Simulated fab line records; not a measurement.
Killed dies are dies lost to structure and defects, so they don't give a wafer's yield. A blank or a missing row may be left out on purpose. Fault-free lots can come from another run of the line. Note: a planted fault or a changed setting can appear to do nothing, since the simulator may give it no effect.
Which tool is to blame? | flow nand-harc | 66 wafers from 22 lots sampled at 6 of the route's 1159 steps

== WHAT EACH GAUGE READ, for each wafer ==
The record holds no reading of a measuring or inspecting step that can be judged against a usual standard deviation.

== TOOL THAT RAN EACH LOT (tool first, then ch and the chambers of the sampled wafers, then the start) ==
lot  | NHARC_A_STAIRCASE_TRIM_24                     | NHARC_A_STAIRCASE_TRIM_220         | NHARC_A_STAIRCASE_ETCH_223     | NHARC_A_STAIRCASE_HM_OPEN_460  | NHARC_A_STAIRCASE_ETCH_453     | NHARC_A_STAIRCASE_ETCH_315
L074 | rie-diel-06 ch 0,2, day 11 07:47 or earlier   | rie-diel-08 ch 1,3, day 11 07:47   | rie-diel-08 ch 1,3, no start   | rie-diel-08 ch 0,1, no start   | rie-diel-08 ch 0,2, no start   | rie-diel-08 ch 1,2,3, no start
L076 | rie-diel-06 ch 0,2,3, day 11 17:46 or earlier | rie-diel-08 ch 0,3, day 11 17:46   | rie-diel-08 ch 1,3, no start   | rie-diel-08 ch 0,2, no start   | rie-diel-08 ch 1,2,3, no start | rie-diel-08 ch 0,1,2, no start
L077 | rie-diel-08 ch 0,1,3, day 12 01:25 or earlier | rie-diel-08 ch 1,3, day 12 01:25   | rie-diel-08 ch 0,1, no start   | rie-diel-06 ch 0,1,2, no start | rie-diel-08 ch 1,3, no start   | rie-diel-08 ch 1,3, no start
L078 | rie-diel-06 ch 0,1, day 12 01:26 or earlier   | rie-diel-12 ch 2,3, day 12 01:26   | rie-diel-12 ch 0,1,2, no start | rie-diel-12 ch 0,3, no start   | rie-diel-12 ch 0,2,3, no start | rie-diel-12 ch 1,2,3, no start
L080 | rie-diel-12 ch 2,3, day 12 07:32 or earlier   | rie-diel-06 ch 1,2, day 12 07:32   | rie-diel-06 ch 1,3, no start   | rie-diel-06 ch 1,2,3, no start | rie-diel-12 ch 0,1,2, no start | rie-diel-12 ch 1,3, no start
L079 | rie-diel-08 ch 1,2, day 12 08:49 or earlier   | rie-diel-06 ch 1,2, day 12 08:49   | rie-diel-06 ch 0,3, no start   | rie-diel-12 ch 1,2, no start   | rie-diel-08 ch 0,3, no start   | rie-diel-08 ch 1,2, no start
L083 | rie-diel-08 ch 0,2,3, day 12 20:31 or earlier | rie-diel-06 ch 0,3, day 12 20:31   | rie-diel-06 ch 0,1,3, no start | rie-diel-08 ch 1,2, no start   | rie-diel-12 ch 0,1,3, no start | rie-diel-12 ch 0,1,3, no start
L082 | rie-diel-12 ch 0,2,3, day 12 20:07 or earlier | rie-diel-08 ch 0,1,3, day 12 20:07 | rie-diel-08 ch 1,3, no start   | rie-diel-06 ch 1,2,3, no start | rie-diel-06 ch 2,3, no start   | rie-diel-06 ch 0,1,3, no start
L081 | rie-diel-06 ch 1,3, day 13 06:07 or earlier   | rie-diel-08 ch 2,3, day 13 06:07   | rie-diel-08 ch 0,2, no start   | rie-diel-12 ch 0,1,2, no start | rie-diel-06 ch 0,1,2, no start | rie-diel-06 ch 0,1, no start
L085 | rie-diel-12 ch 0,2,3, day 13 16:51 or earlier | rie-diel-12 ch 1,2, day 13 16:51   | rie-diel-12 ch 2,3, no start   | rie-diel-06 ch 1,2,3, no start | rie-diel-08 ch 0,1,2, no start | rie-diel-08 ch 2,3, no start
L084 | rie-diel-12 ch 1,3, day 13 19:04 or earlier   | rie-diel-12 ch 0,2, day 13 19:04   | rie-diel-12 ch 2,3, no start   | rie-diel-08 ch 0,3, no start   | rie-diel-12 ch 0,2, no start   | rie-diel-12 ch 1,2, no start
L087 | rie-diel-12 ch 0,1, day 14 07:58 or earlier   | rie-diel-12 ch 1,3, day 14 07:58   | rie-diel-12 ch 2,3, no start   | rie-diel-08 ch 0,1,2, no start | rie-diel-06 ch 1,2, no start   | rie-diel-06 ch 2,3, no start
L088 | rie-diel-06 ch 0,2, day 14 14:01 or earlier   | rie-diel-06 ch 1,2,3, day 14 14:01 | rie-diel-06 ch 1,3, no start   | rie-diel-08 ch 0,1,2, no start | rie-diel-12 ch 1,2, no start   | rie-diel-12 ch 0,2,3, no start
L089 | rie-diel-08 ch 1,2, day 14 22:24 or earlier   | rie-diel-06 ch 0,2,3, day 14 22:24 | rie-diel-06 ch 0,2,3, no start | rie-diel-06 ch 1,2, no start   | rie-diel-12 ch 0,1,3, no start | rie-diel-12 ch 0,1,3, no start
L090 | rie-diel-08 ch 0,1,2, day 15 09:25 or earlier | rie-diel-08 ch 1,3, day 15 09:25   | rie-diel-08 ch 2,3, no start   | rie-diel-08 ch 1,2, no start   | rie-diel-08 ch 1,2, no start   | rie-diel-08 ch 0,1, no start
L091 | rie-diel-06 ch 0,1,2, day 15 10:16 or earlier | rie-diel-06 ch 0,2,3, day 15 10:16 | rie-diel-06 ch 0,2, no start   | rie-diel-08 ch 1,3, no start   | rie-diel-08 ch 1,3, no start   | rie-diel-08 ch 1,3, no start
L093 | rie-diel-12 ch 1,2,3, day 15 14:05 or earlier | rie-diel-08 ch 0,2,3, day 15 14:05 | rie-diel-08 ch 1,2,3, no start | rie-diel-12 ch 0,1,3, no start | rie-diel-12 ch 0,1,3, no start | rie-diel-12 ch 0,1,3, no start
L092 | rie-diel-08 ch 1,3, day 15 14:55 or earlier   | rie-diel-06 ch 1,2,3, day 15 14:55 | rie-diel-06 ch 0,1,2, no start | rie-diel-12 ch 0,1,3, no start | rie-diel-12 ch 1,2, no start   | rie-diel-12 ch 1,2,3, no start
L094 | rie-diel-12 ch 0,2,3, day 16 00:15 or earlier | rie-diel-08 ch 2,3, day 16 00:15   | rie-diel-08 ch 0,2, no start   | rie-diel-08 ch 0,2,3, no start | rie-diel-06 ch 0,1,3, no start | rie-diel-06 ch 0,1,2, no start
L095 | rie-diel-06 ch 0,3, day 16 00:52 or earlier   | rie-diel-06 ch 2,3, day 16 00:52   | rie-diel-06 ch 1,2,3, no start | rie-diel-12 ch 0,2,3, no start | rie-diel-08 ch 0,1, no start   | rie-diel-08 ch 0,1,3, no start
L097 | rie-diel-06 ch 2,3, day 16 16:44 or earlier   | rie-diel-12 ch 0,1, day 16 16:44   | rie-diel-12 ch 0,1, no start   | rie-diel-08 ch 0,1,3, no start | rie-diel-08 ch 0,1, no start   | rie-diel-08 ch 0,1, no start
L096 | rie-diel-08 ch 0,2,3, day 16 23:16 or earlier | rie-diel-08 ch 0,2,3, day 16 23:16 | rie-diel-08 ch 1,2, no start   | rie-diel-12 ch 1,2,3, no start | rie-diel-06 ch 0,1,3, no start | rie-diel-06 ch 1,2, no start
- NHARC_A_STAIRCASE_TRIM_24: chemistry O2, time 211.2 s.
- NHARC_A_STAIRCASE_TRIM_220: chemistry O2, time 211.2 s.
- NHARC_A_STAIRCASE_ETCH_223: etches the open film in C4F8/O2, target depth 100 nm, time 40.5 s.
- NHARC_A_STAIRCASE_HM_OPEN_460: chemistry O2/COS.
- NHARC_A_STAIRCASE_ETCH_453: etches the open film in CF4/O2, target depth 30 nm, overetch 3 nm, time 16.5 s.
- NHARC_A_STAIRCASE_ETCH_315: etches the open film in C4F8/O2/Ar, target depth 2500 nm, time 607.1 s.

== AS READ BY THE TOOLS THEMSELVES (means over the sampled wafers that have a number; for cases with no such wafer, the mark the record gives instead) ==
NHARC_A_STAIRCASE_TRIM_24.
lot  | tool        | drypump-motor-current-A (A) | oes-product-au (a.u.) | rf-vpp-V (V) | showerhead-plenum-p-Torr (Torr) | throttle-valve-pct (%)
L074 | rie-diel-06 | 5.5                         | 1.010                 | 57.7         | 3.52                            | 17.035
L076 | rie-diel-06 | 5.8                         | 0.991                 | 58.1         | 3.59                            | 17.042
L077 | rie-diel-08 | 5.9                         | 1.001                 | 58.1         | 3.53                            | 17.037
L078 | rie-diel-06 | 5.4                         | 0.992                 | 58.4         | 3.53                            | 17.044
L080 | rie-diel-12 | 5.2                         | 0.994                 | 57.3         | 3.50                            | 17.038
L079 | rie-diel-08 | 6.3                         | 1.007                 | 57.7         | 3.57                            | 17.045
L083 | rie-diel-08 | 5.6                         | 1.001                 | 57.3         | 3.40                            | 17.041
L082 | rie-diel-12 | 5.4                         | 0.989                 | 58.1         | 3.49                            | 17.030
L081 | rie-diel-06 | 5.9                         | 0.994                 | 58.0         | 3.66                            | 17.036
L085 | rie-diel-12 | 5.3                         | 0.997                 | 58.1         | 3.49                            | 17.035
L084 | rie-diel-12 | 5.6                         | 0.980                 | 57.8         | 3.58                            | 17.031
L087 | rie-diel-12 | 5.9                         | 0.982                 | 57.6         | 3.60                            | 17.033
L088 | rie-diel-06 | 5.5                         | 0.994                 | 57.1         | 3.50                            | 17.042
L089 | rie-diel-08 | 6.1                         | 0.991                 | 57.4         | 3.44                            | 17.037
L090 | rie-diel-08 | 6.1                         | 0.996                 | 57.6         | 3.47                            | 17.045
L091 | rie-diel-06 | 5.8                         | 0.998                 | 56.7         | 3.56                            | 17.038
L093 | rie-diel-12 | 5.4                         | 0.999                 | 57.9         | 3.52                            | 17.034
L092 | rie-diel-08 | 5.7                         | 0.993                 | 57.0         | 3.53                            | 17.034
L094 | rie-diel-12 | 5.3                         | 0.995                 | 57.9         | 3.48                            | 17.044
L095 | rie-diel-06 | 5.5                         | 0.997                 | 58.0         | 3.52                            | 17.033
L097 | rie-diel-06 | 6.1                         | 1.010                 | 57.6         | 3.61                            | 17.038
L096 | rie-diel-08 | 5.6                         | 0.995                 | 57.7         | 3.38                            | 17.039

NHARC_A_STAIRCASE_TRIM_220.
lot  | tool        | drypump-motor-current-A (A) | oes-product-au (a.u.) | rf-vpp-V (V) | showerhead-plenum-p-Torr (Torr) | throttle-valve-pct (%)
L074 | rie-diel-08 | 5.7                         | 1.001                 | 57.9         | 3.55                            | 17.036
L076 | rie-diel-08 | 5.6                         | 0.992                 | 58.0         | 3.43                            | 17.040
L077 | rie-diel-08 | 6.1                         | 1.002                 | 57.9         | 3.62                            | 17.029
L078 | rie-diel-12 | 5.0                         | 0.998                 | 58.4         | 3.47                            | 17.040
L080 | rie-diel-06 | 6.0                         | 1.006                 | 58.2         | 3.62                            | 17.031
L079 | rie-diel-06 | 6.0                         | 1.004                 | 57.6         | 3.62                            | 17.035
L083 | rie-diel-06 | 5.8                         | 1.001                 | 57.4         | 3.60                            | 17.040
L082 | rie-diel-08 | 5.9                         | 0.996                 | 58.1         | 3.52                            | 17.040
L081 | rie-diel-08 | 5.4                         | 0.993                 | 56.3         | 3.41                            | 17.034
L085 | rie-diel-12 | 5.7                         | 1.010                 | 58.1         | 3.56                            | 17.040
L084 | rie-diel-12 | 5.6                         | 1.001                 | 58.3         | 3.52                            | 17.035
L087 | rie-diel-12 | 5.2                         | 0.987                 | 57.1         | 3.50                            | 17.031
L088 | rie-diel-06 | 6.1                         | 1.006                 | 58.1         | 3.63                            | 17.040
L089 | rie-diel-06 | 5.8                         | 1.003                 | 57.9         | 3.57                            | 17.038
L090 | rie-diel-08 | 6.1                         | 1.000                 | 58.0         | 3.61                            | 17.032
L091 | rie-diel-06 | 5.8                         | 1.007                 | 57.4         | 3.57                            | 17.038
L093 | rie-diel-08 | 5.6                         | 0.997                 | 57.1         | 3.39                            | 17.045
L092 | rie-diel-06 | 6.0                         | 1.007                 | 59.2         | 3.63                            | 17.029
L094 | rie-diel-08 | 5.4                         | 0.996                 | 57.4         | 3.40                            | 17.040
L095 | rie-diel-06 | 6.1                         | 1.003                 | 58.2         | 3.64                            | 17.031
L097 | rie-diel-12 | 5.9                         | 0.978                 | 58.3         | 3.55                            | 17.035
L096 | rie-diel-08 | 5.6                         | 1.002                 | 57.5         | 3.38                            | 17.032

NHARC_A_STAIRCASE_ETCH_223.
lot  | tool        | oes-product-au (a.u.) | rf-vpp-V (V)
L074 | rie-diel-08 | 0.929                 | 896
L076 | rie-diel-08 | 0.937                 | 900
L077 | rie-diel-08 | 0.927                 | 896
L078 | rie-diel-12 | 0.927                 | 898
L080 | rie-diel-06 | 0.946                 | 900
L079 | rie-diel-06 | 0.957                 | 897
L083 | rie-diel-06 | 0.944                 | 899
L082 | rie-diel-08 | 0.941                 | 899
L081 | rie-diel-08 | 0.946                 | 891
L085 | rie-diel-12 | 0.935                 | 895
L084 | rie-diel-12 | 0.925                 | 893
L087 | rie-diel-12 | 0.927                 | 893
L088 | rie-diel-06 | 0.939                 | 900
L089 | rie-diel-06 | 0.945                 | 897
L090 | rie-diel-08 | 0.945                 | 890
L091 | rie-diel-06 | 0.935                 | 896
L093 | rie-diel-08 | 0.943                 | 894
L092 | rie-diel-06 | 0.946                 | 897
L094 | rie-diel-08 | 0.933                 | 888
L095 | rie-diel-06 | 0.952                 | 899
L097 | rie-diel-12 | 0.924                 | 897
L096 | rie-diel-08 | 0.935                 | 897

NHARC_A_STAIRCASE_HM_OPEN_460.
lot  | tool        | drypump-motor-current-A (A) | oes-product-au (a.u.) | rf-vpp-V (V) | showerhead-plenum-p-Torr (Torr) | throttle-valve-pct (%)
L074 | rie-diel-08 | 6.1                         | 0.994                 | 466.1        | 3.11                            | 28.337
L076 | rie-diel-08 | 5.8                         | 1.001                 | 464.8        | 2.99                            | 28.334
L077 | rie-diel-06 | 5.8                         | 0.996                 | 467.8        | 3.16                            | 28.333
L078 | rie-diel-12 | 5.4                         | 0.994                 | 466.5        | 3.09                            | 28.339
L080 | rie-diel-06 | 6.0                         | 1.000                 | 469.7        | 3.22                            | 28.334
L079 | rie-diel-12 | 5.8                         | 0.986                 | 469.0        | 3.19                            | 28.333
L083 | rie-diel-08 | 6.3                         | 0.996                 | 467.0        | 3.16                            | 28.334
L082 | rie-diel-06 | 6.0                         | 1.002                 | 468.8        | 3.22                            | 28.325
L081 | rie-diel-12 | 5.8                         | 0.993                 | 467.9        | 3.15                            | 28.327
L085 | rie-diel-06 | 6.0                         | 0.997                 | 469.2        | 3.21                            | 28.333
L084 | rie-diel-08 | 5.6                         | 0.999                 | 465.2        | 3.03                            | 28.321
L087 | rie-diel-08 | 6.1                         | 1.007                 | 465.7        | 3.07                            | 28.328
L088 | rie-diel-08 | 6.1                         | 0.986                 | 466.2        | 3.07                            | 28.341
L089 | rie-diel-06 | 5.9                         | 1.000                 | 468.8        | 3.21                            | 28.337
L090 | rie-diel-08 | 6.1                         | 0.997                 | 465.7        | 3.03                            | 28.333
L091 | rie-diel-08 | 5.7                         | 0.996                 | 468.1        | 3.12                            | 28.336
L093 | rie-diel-12 | 5.5                         | 0.987                 | 467.1        | 3.12                            | 28.331
L092 | rie-diel-12 | 5.5                         | 0.987                 | 467.1        | 3.11                            | 28.336
L094 | rie-diel-08 | 5.6                         | 0.997                 | 464.3        | 2.99                            | 28.327
L095 | rie-diel-12 | 5.3                         | 0.992                 | 465.6        | 3.07                            | 28.322
L097 | rie-diel-08 | 5.9                         | 0.992                 | 467.1        | 3.10                            | 28.333
L096 | rie-diel-12 | 5.4                         | 0.984                 | 467.2        | 3.11                            | 28.319

NHARC_A_STAIRCASE_ETCH_453.
lot  | tool        | drypump-motor-current-A (A) | oes_o_777_au (a.u.) | oes-product-au (a.u.) | rf-vpp-V (V) | showerhead-plenum-p-Torr (Torr) | throttle-valve-pct (%)
L074 | rie-diel-08 | 5.8                         | 0.998               | 1.000                 | 197.1        | 1.28                            | 13.395
L076 | rie-diel-08 | 5.9                         | 1.000               | 1.001                 | 197.8        | 1.32                            | 13.396
L077 | rie-diel-08 | 5.6                         | 1.001               | 0.991                 | 197.5        | 1.34                            | 13.386
L078 | rie-diel-12 | 5.3                         | 1.001               | 0.989                 | 197.7        | 1.32                            | 13.399
L080 | rie-diel-12 | 5.7                         | 1.004               | 0.980                 | 197.4        | 1.35                            | 13.408
L079 | rie-diel-08 | 5.4                         | 1.000               | 1.002                 | 197.3        | 1.30                            | 13.393
L083 | rie-diel-12 | 5.5                         | 0.996               | 0.986                 | 197.4        | 1.34                            | 13.388
L082 | rie-diel-06 | 6.1                         | 1.001               | 1.003                 | 197.9        | 1.37                            | 13.390
L081 | rie-diel-06 | 5.7                         | 1.006               | 1.003                 | 198.2        | 1.35                            | 13.389
L085 | rie-diel-08 | 6.1                         | 0.997               | 0.996                 | 197.8        | 1.31                            | 13.395
L084 | rie-diel-12 | 5.6                         | 0.999               | 0.993                 | 197.8        | 1.33                            | 13.401
L087 | rie-diel-06 | 6.0                         | 0.996               | 0.999                 | 198.7        | 1.37                            | 13.398
L088 | rie-diel-12 | 5.6                         | 1.000               | 0.995                 | 197.9        | 1.35                            | 13.394
L089 | rie-diel-12 | 5.5                         | 1.000               | 0.982                 | 197.3        | 1.33                            | 13.398
L090 | rie-diel-08 | 6.3                         | 0.993               | 0.997                 | 197.4        | 1.35                            | 13.404
L091 | rie-diel-08 | 5.6                         | 1.002               | 0.999                 | 197.7        | 1.33                            | 13.396
L093 | rie-diel-12 | 5.5                         | 1.001               | 0.979                 | 198.1        | 1.33                            | 13.397
L092 | rie-diel-12 | 5.7                         | 0.997               | 1.005                 | 198.4        | 1.35                            | 13.396
L094 | rie-diel-06 | 5.7                         | 0.998               | 0.997                 | 198.5        | 1.35                            | 13.396
L095 | rie-diel-08 | 6.3                         | 0.997               | 0.985                 | 198.1        | 1.36                            | 13.402
L097 | rie-diel-08 | 6.3                         | 0.998               | 0.997                 | 198.6        | 1.35                            | 13.399
L096 | rie-diel-06 | 5.7                         | 1.000               | 1.000                 | 198.1        | 1.35                            | 13.400

NHARC_A_STAIRCASE_ETCH_315.
lot  | tool        | oes-product-au (a.u.) | rf-vpp-V (V)
L074 | rie-diel-08 | 0.929                 | 1825
L076 | rie-diel-08 | 0.936                 | 1822
L077 | rie-diel-08 | 0.937                 | 1828
L078 | rie-diel-12 | 0.925                 | 1828
L080 | rie-diel-12 | 0.926                 | 1831
L079 | rie-diel-08 | 0.922                 | 1830
L083 | rie-diel-12 | 0.925                 | 1827
L082 | rie-diel-06 | 0.926                 | 1831
L081 | rie-diel-06 | 0.926                 | 1826
L085 | rie-diel-08 | 0.932                 | 1817
L084 | rie-diel-12 | 0.914                 | 1833
L087 | rie-diel-06 | 0.930                 | 1833
L088 | rie-diel-12 | 0.926                 | 1824
L089 | rie-diel-12 | 0.910                 | 1826
L090 | rie-diel-08 | 0.928                 | 1825
L091 | rie-diel-08 | 0.924                 | 1826
L093 | rie-diel-12 | 0.926                 | 1826
L092 | rie-diel-12 | 0.918                 | 1826
L094 | rie-diel-06 | 0.923                 | 1829
L095 | rie-diel-08 | 0.935                 | 1825
L097 | rie-diel-08 | 0.927                 | 1823
L096 | rie-diel-06 | 0.937                 | 1832

== THE ANSWER, worked out from the rows above alone ==
Rule: the lots themselves supply what counts as usual. The widest of any qualifying gaps counts: lots, ordered by their means at a reading, are off when they make up no more than a third of the lots, leave a main group of 4 or more, and stand apart from it by 3 or more times the standard deviation of that group's means. Not used: any main group whose means are identical at the precision the tables above print for the reading. Also off: a lot with no number at a reading for which 4 or more lots have one. The other lots that the step has rows for count as sound. First the gauges in route order, then the tools' own readings, where a lot's mean is used as printed above. At the first step where some lot is off, the reading lying furthest off is the one used; lots without a number count as furthest.
No lot is off at any reading shown: from this, nothing can be told.

== WHAT THE SIMULATOR HAD INSERTED ==
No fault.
